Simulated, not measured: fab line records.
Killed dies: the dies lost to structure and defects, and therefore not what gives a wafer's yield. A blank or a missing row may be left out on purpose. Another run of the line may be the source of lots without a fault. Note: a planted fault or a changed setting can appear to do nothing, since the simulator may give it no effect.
A struck lot beside a sound one ; flow nandHarc ; 15 steps out of a route of 1302
Sound: the wafers L267.1, L267.2, L267.5. Struck: wafer L273.5 (L273.2, L273.4, from the same lot, were not struck and are left out); the cause is given at the end.
At each step with rows: each side's tool, then ch and its chambers, then its first start. Under that, the readings that differ: sound wafers ; struck wafers ; difference of the means ; sigmas: that difference in standard deviations of wafers without a fault.
alike: words and numbers the same on both sides, and readings whose means are apart by under 2 such deviations; not compared: readings that were withheld, readings missing a value for some wafer, numbers with overlapping values and no deviation given by the record, and bounds like >300 which may hide the same value.
Wherever a step has rows on one side only, a row that says differs or no value, or a row with sigmas, the two part there. When numbers do not overlap yet have no deviation, they are printed without sigmas and do not part them. Lack of a reading on every wafer of one side parts them only where that side has two or more wafers.

NHARC_A_M0_OVL_MEAS_10: pitch 160 nm.
  sound on overlay-02 at day 24 10:02; struck on overlay-02 at day 27 00:47
  alike: overlayXNm, overlayYNm
NHARC_A_M0_INSPECT_11:
  sound on defectInspect-02 at day 24 10:04; struck on defectInspect-02 at day 27 00:49
  alike: rawDefectCount
NHARC_A_M0_DESCUM_14: chemistry O2, time 3 s.
  sound on rieDiel-04 ch 0,3, day 24 10:08; struck on rieDiel-10 ch 2, day 27 00:53
  alike: drypumpMotorCurrentA, o2FlowSccm, oesProductAu, rfVppV, showerheadPlenumPTorr, throttleValvePct
  not compared: rfHoursCounterH
NHARC_A_M0_ETCH_34: etches the open film in N2/H2, target depth 40 nm, overetch 12 nm, time 43.94 s.
  sound on rieDiel-04 ch 1,2, day 24 10:13; struck on rieDiel-10 ch 0, day 27 00:58
  alike: drypumpMotorCurrentA, oesProductAu, rfVppV, showerheadPlenumPTorr, throttleValvePct
  not compared: rfHoursCounterH
NHARC_A_M0_ETCH_15: etches the open film in C4F8/Ar, target depth 150 nm, overetch 15 nm, time 82.5 s.
  sound: rieDiel-04 ch 0,3; struck: rieDiel-10 ch 1
  alike: oesProductAu, rfVppV
  not compared: rfHoursCounterH
NHARC_A_M0_CD_MEAS_16:
  sound on cdSem-02 at day 24 10:26; struck on cdSem-03 at day 27 01:11
  alike: cdNm
then, 5 steps without rows for these wafers: NHARC_A_M0_STRIP_18 (strips in N2/H2); NHARC_A_M0_STRIP_19 (strips in post etch residue remover, time 600 s); NHARC_A_M0_DEGAS_28 (time 60 s); NHARC_A_M0_PRE_CLEAN_29 (time 30 s); NHARC_A_M0_PVD_20 (deposits TaN, target thk 5 nm, time 8.06 s).
NHARC_A_M0_PVD_21: deposits Cu, target thk 30 nm, time 20.49 s.
  sound on pvdSputter-02; struck on pvdSputter-03
  alike: substrateTempC, throttleValvePct
NHARC_A_M0_ECD_22: material Cu, target thk 400 nm.
  sound on ecdCu-02 ch 0,1, day 24 11:24; struck on ecdCu-02 ch 0, day 27 02:10
  alike: bathTempC
NHARC_A_M0_ANNEAL_30: time 90 s.
  sound on rtpAnneal-02 ch 0, day 24 11:47; struck on rtpAnneal-01 ch 0, day 27 02:36
reading;sound;struck;difference;sigmas
wafer_temp_C_max;225.7 226.1 226.1;227.6;+1.6;+3
NHARC_A_M0_CMP_23: polishes, t overpolish 20 s, target thk 113.75 nm.
  sound on cmp-04 ch 1,2,3, day 24 12:11; struck on cmp-03 ch 3, day 27 02:53
reading;sound;struck;difference;sigmas
timeToEndpointS (s);29 27 23;14;-12;-4
  alike: motorCurrentA

WHERE THEY PART
First at NHARC_A_M0_ANNEAL_30; last, within this record, at NHARC_A_M0_CMP_23.

WHY: what the simulator had put in
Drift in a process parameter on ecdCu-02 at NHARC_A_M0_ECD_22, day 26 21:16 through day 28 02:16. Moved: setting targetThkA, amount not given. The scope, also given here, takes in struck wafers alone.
